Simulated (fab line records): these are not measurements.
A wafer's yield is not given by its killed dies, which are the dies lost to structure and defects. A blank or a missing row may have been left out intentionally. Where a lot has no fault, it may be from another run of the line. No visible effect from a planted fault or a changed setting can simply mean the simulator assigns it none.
Chamber matching    flow n5-finfet    rie-si-05 running N5_BEOL_M0_SAQP_MANDREL2_REMOVE_110: 4 sister chambers
The step chemistry HBr/Cl2/O2, target a-Si, stops on SiCN, bt time 10 s. 20 wafers are shown with their chamber, then 10 later ones without.

WAFERS, EACH WITH ITS CHAMBER
wafer   chamber  throttle-valve-pct (%)  oes-product-au (a.u.)  chamber-pressure-mTorr (mTorr)
L074.2  0        37.01                   0.977                  9.995
L074.3  1        36.76                   0.995                  10.006
L074.5  2        37.08                   0.996                  10.007
L076.2  0        36.98                   0.978                  10.013
L076.4  0        36.99                   0.990                  10.003
L076.5  1        36.78                   1.001                  10.008
L079.3  1        36.77                   1.019                  9.993
L079.4  3        36.91                   1.034                  9.993
L079.6  2        37.09                   1.017                  10.018
L083.1  0        36.98                   0.986                  9.987
L083.3  2        37.07                   1.006                  10.016
L083.6  3        36.92                   1.027                  10.003
L084.1  0        36.99                   0.985                  9.989
L084.3  2        37.08                   1.022                  10.005
L084.4  3        36.92                   1.020                  9.998
L086.1  2        37.06                   0.999                  9.996
L086.2  3        36.90                   1.023                  10.003
L086.6  3        36.92                   1.019                  10.003
L089.3  2        37.07                   1.012                  9.986
L089.5  2        37.06                   1.020                  9.997

SIGNATURES (averages over the wafers above)
reading                 chamber 0  chamber 1  chamber 2  chamber 3  scatter within a chamber
throttle-valve-pct      36.9900    36.7700    37.0729    36.9140    0.0108
oes-product-au          0.98320    1.00500    1.01029    1.02460    0.00871
chamber-pressure-mTorr  9.99740    10.00233   10.00357   10.00000   0.00954
Rule: a wafer's distance from a chamber is the root of the sum, over the readings, of the square of ((its reading less the chamber's mean) divided by the reading's scatter). If the next closest chamber is less than 2 further off than the closest, the wafer can't be placed; otherwise it belongs to the closest. The scatter: take each reading less its chamber's mean, square it, sum over the shown wafers, divide by the number of wafers less the number of chambers, and take the root.

WAFERS WITH NO CHAMBER GIVEN
wafer   throttle-valve-pct (%)  oes-product-au (a.u.)  chamber-pressure-mTorr (mTorr)
L089.6  36.75                   1.011                  9.999
L091.1  36.92                   1.026                  9.994
L091.2  36.77                   1.003                  10.005
L091.4  36.99                   0.999                  9.999
L095.1  37.06                   1.013                  9.995
L095.2  36.98                   0.985                  9.994
L095.5  36.91                   1.017                  9.995
L096.1  36.92                   1.016                  10.009
L096.5  37.07                   1.009                  10.001
L096.6  36.92                   1.009                  10.012

CHAMBER TAKEN BY EACH
wafer   from the rows above  in truth
L089.6  1                    1
L091.1  3                    3
L091.2  1                    1
L091.4  0                    0
L095.1  2                    2
L095.2  0                    0
L095.5  3                    3
L096.1  3                    3
L096.5  2                    2
L096.6  3                    3
10 of 10 placed correctly. Left unplaced by these rows: 0. 0 placed wrongly.
